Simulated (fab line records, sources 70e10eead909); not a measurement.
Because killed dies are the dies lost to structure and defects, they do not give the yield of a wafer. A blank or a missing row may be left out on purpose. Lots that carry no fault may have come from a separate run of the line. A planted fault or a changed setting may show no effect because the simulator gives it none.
Matching of chambers + flow nand-harc + rie-diel-03 running NHARC_A_CONTACT_ETCH_90: 4 sister chambers
The step etches the open film in CH3F/O2, target depth 40 nm, time 85.7 s. 4 wafers are shown with their chamber, then 12 later ones without.

== WAFERS PAIRED WITH THEIR CHAMBERS ==
| wafer  | chamber | showerhead-plenum-p-Torr (Torr) |
|--------|---------|---------------------------------|
| L088.5 | 2       | 2.48                            |
| L092.1 | 1       | 2.34                            |
| L092.3 | 3       | 2.57                            |
| L092.4 | 0       | 2.65                            |

== WAFERS WHOSE CHAMBER IS MISSING ==
| wafer  | showerhead-plenum-p-Torr (Torr) |
|--------|---------------------------------|
| L091.1 | 2.48                            |
| L091.2 | 2.65                            |
| L091.5 | 2.48                            |
| L095.1 | 2.34                            |
| L095.2 | 2.48                            |
| L095.5 | 2.64                            |
| L096.1 | 2.48                            |
| L096.4 | 2.34                            |
| L096.6 | 2.64                            |
| L097.1 | 2.57                            |
| L097.3 | 2.64                            |
| L097.5 | 2.64                            |

== CHAMBER TAKEN BY EACH ==
| wafer  | from the rows above | in truth |
|--------|---------------------|----------|
| L091.1 | 2                   | 2        |
| L091.2 | 0                   | 0        |
| L091.5 | 2                   | 2        |
| L095.1 | 1                   | 1        |
| L095.2 | 2                   | 2        |
| L095.5 | 0                   | 0        |
| L096.1 | 2                   | 2        |
| L096.4 | 1                   | 1        |
| L096.6 | 0                   | 0        |
| L097.1 | 3                   | 3        |
| L097.3 | 0                   | 0        |
| L097.5 | 0                   | 0        |
12 of 12 placed correctly. Can't be placed from these rows: 0. Placed wrongly: 0.
How it was worked out, from the rows above alone: a wafer's distance from a chamber is the root of the sum, over the readings, of the square of ((its reading less the chamber's mean) divided by the reading's scatter). The wafer belongs to the nearest chamber; if the next one is less than 2 further off, it can't be placed. For every chamber, the mean is computed from those of its wafers that are shown. The scatter: root of mean squared gap, hidden wafer to nearest shown wafer, with one shown wafer a chamber.
